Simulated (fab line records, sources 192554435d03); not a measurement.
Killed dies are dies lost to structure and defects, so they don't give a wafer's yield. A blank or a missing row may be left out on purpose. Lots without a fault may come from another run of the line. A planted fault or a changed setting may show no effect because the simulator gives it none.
Which tool did it? | flow n5_finfet | 24 lots, 72 wafers sampled, at 3 steps of a route of 1938

WHAT THE GAUGES READ, wafer by wafer
N5_BEOL_M2_OVL_MEAS_12. Usual: M2_OVL 0.4 nm, standard deviation 0.76.
lot  | measured     | on         | M2_OVL (nm)    | flag
L074 | day 6 12:33  | overlay-02 | -0.2 0.1 0.3   |
L075 | day 7 00:41  | overlay-02 | 1.6 1.5 1.2    |
L076 | day 7 01:07  | overlay-01 | 0.2 0.4 -0.1   |
L077 | day 7 03:05  | overlay-01 | 0.7 0.3 -0.3   |
L078 | day 7 09:55  | overlay-01 | 0.6 -0.2 -0.4  |
L079 | day 7 14:01  | overlay-01 | 0.6 0.9 0.8    |
L080 | day 7 17:43  | overlay-02 | 0.0 -0.6 0.4   |
L081 | day 8 08:50  | overlay-02 | -0.6 -0.8 -0.8 |
L082 | day 8 18:37  | overlay-02 | 1.7 1.2 1.2    |
L083 | day 8 21:17  | overlay-02 | 0.5 0.8 0.6    |
L084 | day 8 21:29  | overlay-01 | 1.1 0.7 -0.2   |
L085 | day 9 08:58  | overlay-02 | 1.1 0.6 0.6    |
L086 | day 9 18:19  | overlay-01 | 1.7 1.1 0.5    |
L088 | day 9 19:43  | overlay-02 | 1.4 0.5 1.0    |
L087 | day 9 20:01  | overlay-02 | 0.1 0.2 0.9    |
L089 | day 10 06:26 | overlay-02 | 0.9 0.1 -0.7   |
L090 | day 10 13:22 | overlay-02 | 0.3 0.1 0.4    |
L091 | day 10 21:16 | overlay-02 | 1.0 -0.1 1.0   |
L092 | day 11 05:28 | overlay-02 | -0.3 -0.3 0.1  |
L093 | day 11 07:16 | overlay-01 | -1.3 0.3 0.7   |
L094 | day 11 11:19 | overlay-02 | -0.9 -0.5 -0.6 |
L095 | day 11 19:17 | overlay-01 | 0.7 2.0 1.6    |
L096 | day 12 00:39 | overlay-02 | 0.4 0.6 -0.5   |
L097 | day 12 02:44 | overlay-01 | -0.2 -0.9 0.8  |

N5_BEOL_M2_OCD_MEAS_38. Usual: trench_depth_nm 54.9 nm, standard deviation 1.3.
lot  | measured     | on     | trench_depth_nm (nm) | flag
L074 | day 6 19:37  | ocd-01 | 55.5 55.4 55.9       |
L075 | day 7 02:32  | ocd-02 | 55.7 54.9 54.8       |
L076 | day 7 02:52  | ocd-01 | 53.3 56.9 53.6       |
L077 | day 7 05:50  | ocd-01 | 54.5 55.2 55.5       |
L078 | day 7 13:44  | ocd-02 | 54.2 53.7 55.7       |
L079 | day 7 16:53  | ocd-02 | 54.4 53.3 55.1       |
L080 | day 7 19:22  | ocd-02 | 56.9 55.1 55.6       |
L081 | day 8 13:35  | ocd-01 | 56.9 53.7 52.9       |
L082 | day 9 04:40  | ocd-02 | 53.7 54.8 54.7       |
L083 | day 9 08:43  | ocd-01 | 57.6 54.6 55.5       |
L084 | day 9 09:22  | ocd-02 | 52.6 55.6 55.0       |
L085 | day 9 11:01  | ocd-01 | 53.1 55.6 54.6       |
L086 | day 9 20:00  | ocd-02 | 53.8 53.2 56.0       |
L088 | day 9 21:32  | ocd-02 | 53.6 53.8 54.5       |
L087 | day 9 21:46  | ocd-01 | 53.8 56.5 54.2       |
L089 | day 10 12:46 | ocd-02 | 56.4 56.0 54.2       |
L090 | day 11 01:38 | ocd-02 | 54.9 53.7 56.7       |
L091 | day 11 01:52 | ocd-02 | 54.6 52.7 54.2       |
L092 | day 11 07:20 | ocd-02 | 56.2 55.5 57.4       |
L093 | day 11 18:41 | ocd-01 | 52.5 56.5 51.4       |
L094 | day 11 18:57 | ocd-02 | 55.3 56.2 56.0       |
L095 | day 12 01:05 | ocd-01 | 54.3 56.5 54.1       |
L096 | day 12 05:31 | ocd-01 | 55.4 55.1 56.1       |
L097 | day 12 05:38 | ocd-01 | 54.3 54.3 56.0       |

WHICH TOOL RAN EACH LOT (tool, then ch and the chambers of the sampled wafers, then the start)
lot  | N5_BEOL_M2_ETCH_74
L074 | rie_diel-02 ch 0,2, day 6 12:40
L075 | rie_diel-02 ch 1,2, day 7 00:49
L076 | rie_diel-02 ch 1,2, day 7 01:15
L077 | rie_diel-06 ch 0,1, day 7 03:13
L078 | rie_diel-03 ch 2,3, day 7 10:23
L079 | rie_diel-06 ch 0,1,2, day 7 14:16
L080 | rie_diel-03 ch 1,2,3, day 7 17:50
L081 | rie_diel-02 ch 0,2,3, day 8 09:31
L082 | rie_diel-03 ch 1,2,3, day 8 19:46
L083 | rie_diel-06 ch 0,3, day 8 21:25
L084 | rie_diel-06 ch 1,3, day 8 21:38
L085 | rie_diel-06 ch 1,3, day 9 09:05
L086 | rie_diel-06 ch 0,2,3, day 9 18:27
L088 | rie_diel-03 ch 1,2,3, day 9 19:50
L087 | rie_diel-06 ch 0,2,3, day 9 20:08
L089 | rie_diel-02 ch 0,2,3, day 10 06:34
L090 | rie_diel-03 ch 3, day 10 13:31
L091 | rie_diel-06 ch 0,3, day 10 21:24
L092 | rie_diel-03 ch 1,2, day 11 05:35
L093 | rie_diel-03 ch 0,1,3, day 11 07:26
L094 | rie_diel-06 ch 0,2,3, day 11 11:36
L095 | rie_diel-06 ch 0,1,3, day 11 19:28
L096 | rie_diel-02 ch 0,3, day 12 01:14
L097 | rie_diel-02 ch 0,1, day 12 02:52
- N5_BEOL_M2_ETCH_74: etches underlayer in N2/H2, target depth 6.5 nm, time 5.2 s.

WHAT THE TOOLS THEMSELVES READ (means of the sampled wafers that have a number; where no wafer has one, the mark that the record gives instead)
N5_BEOL_M2_ETCH_74. Usual: drypump_motor_current_A 5.63 A, standard deviation 0.3; etch_rf_on_time_s 5.27 s, standard deviation 0.18; h2_flow_sccm 200.0 sccm, standard deviation 0.6; oes_product_au 0.68 a.u., standard deviation 0.07; rf_vpp_V 522.8 V, standard deviation 2; showerhead_plenum_p_Torr 2.50 Torr, standard deviation 0.069; throttle_valve_pct 17.9 %, standard deviation 0.31.
lot  | tool        | drypump_motor_current_A (A) | etch_rf_on_time_s (s) | h2_flow_sccm (sccm) | oes_product_au (a.u.) | rf_vpp_V (V) | showerhead_plenum_p_Torr (Torr) | throttle_valve_pct (%) | flag
L074 | rie_diel-02 | 5.70                        | 5.38                  | 199.1               | 0.62                  | 521.0        | 2.48                            | 18.3                   |
L075 | rie_diel-02 | 5.52                        | 5.14                  | 199.9               | 0.63                  | 522.2        | 2.49                            | 18.2                   |
L076 | rie_diel-02 | 5.40                        | 5.21                  | 199.4               | 0.64                  | 521.0        | 2.48                            | 18.2                   |
L077 | rie_diel-06 | 5.84                        | 5.36                  | 200.3               | 0.75                  | 523.4        | 2.52                            | 17.6                   |
L078 | rie_diel-03 | 5.81                        | 5.37                  | 199.5               | 0.72                  | 524.6        | 2.56                            | 17.6                   |
L079 | rie_diel-06 | 5.66                        | 5.19                  | 199.6               | 0.76                  | 524.6        | 2.55                            | 17.7                   |
L080 | rie_diel-03 | 5.64                        | 5.35                  | 200.1               | 0.69                  | 523.7        | 2.51                            | 17.6                   |
L081 | rie_diel-02 | 5.71                        | 5.19                  | 199.9               | 0.67                  | 521.8        | 2.49                            | 18.2                   |
L082 | rie_diel-03 | 5.64                        | 5.41                  | 200.1               | 0.68                  | 523.7        | 2.50                            | 17.6                   |
L083 | rie_diel-06 | 5.96                        | 5.33                  | 200.1               | 0.64                  | 521.1        | 2.42                            | 17.8                   |
L084 | rie_diel-06 | 5.59                        | 5.19                  | 199.3               | 0.71                  | 523.9        | 2.53                            | 17.8                   |
L085 | rie_diel-06 | 5.78                        | 5.27                  | 200.0               | 0.64                  | 521.6        | 2.47                            | 17.9                   |
L086 | rie_diel-06 | 5.84                        | 5.29                  | 199.8               | 0.67                  | 523.6        | 2.49                            | 17.9                   |
L088 | rie_diel-03 | 5.61                        | 5.35                  | 200.5               | 0.67                  | 522.4        | 2.50                            | 17.6                   |
L087 | rie_diel-06 | 5.84                        | 5.29                  | 200.1               | 0.68                  | 522.6        | 2.49                            | 17.9                   |
L089 | rie_diel-02 | 5.73                        | 5.24                  | 199.7               | 0.66                  | 522.4        | 2.48                            | 18.2                   |
L090 | rie_diel-03 | 5.89                        | 5.45                  | 200.4               | 0.60                  | 523.4        | 2.52                            | 17.8                   |
L091 | rie_diel-06 | 5.94                        | 5.44                  | 199.8               | 0.62                  | 521.5        | 2.42                            | 17.9                   |
L092 | rie_diel-03 | 5.54                        | 5.33                  | 200.2               | 0.70                  | 523.1        | 2.50                            | 17.5                   |
L093 | rie_diel-03 | 5.41                        | 5.28                  | 199.9               | 0.69                  | 522.8        | 2.51                            | 17.6                   |
L094 | rie_diel-06 | 5.84                        | 5.26                  | 200.0               | 0.66                  | 522.2        | 2.48                            | 17.9                   |
L095 | rie_diel-06 | 5.81                        | 5.27                  | 199.5               | 0.67                  | 523.2        | 2.48                            | 17.8                   |
L096 | rie_diel-02 | 5.73                        | 5.32                  | 200.7               | 0.69                  | 521.3        | 2.49                            | 18.1                   |
L097 | rie_diel-02 | 5.37                        | 5.42                  | 199.8               | 0.61                  | 521.6        | 2.44                            | 18.4                   |

THE ANSWER, worked out from the rows above alone
Rule: a lot is off if the mean of its wafers that have a number lies more than 3 standard deviations from the usual mean. A lot without any number at a reading at which 4 lots or more have one is off too. The other lots that the step has rows for count as sound. The gauges are gone through in route order, then the tools' own readings, and for those a lot's mean is taken as printed above. The first step at which some lot is off is used, and at that step the reading that is off furthest; a lot without a number counts as furthest.
No lot is off at any reading shown: from this, nothing can be told.

WHAT THE SIMULATOR HAD PUT IN
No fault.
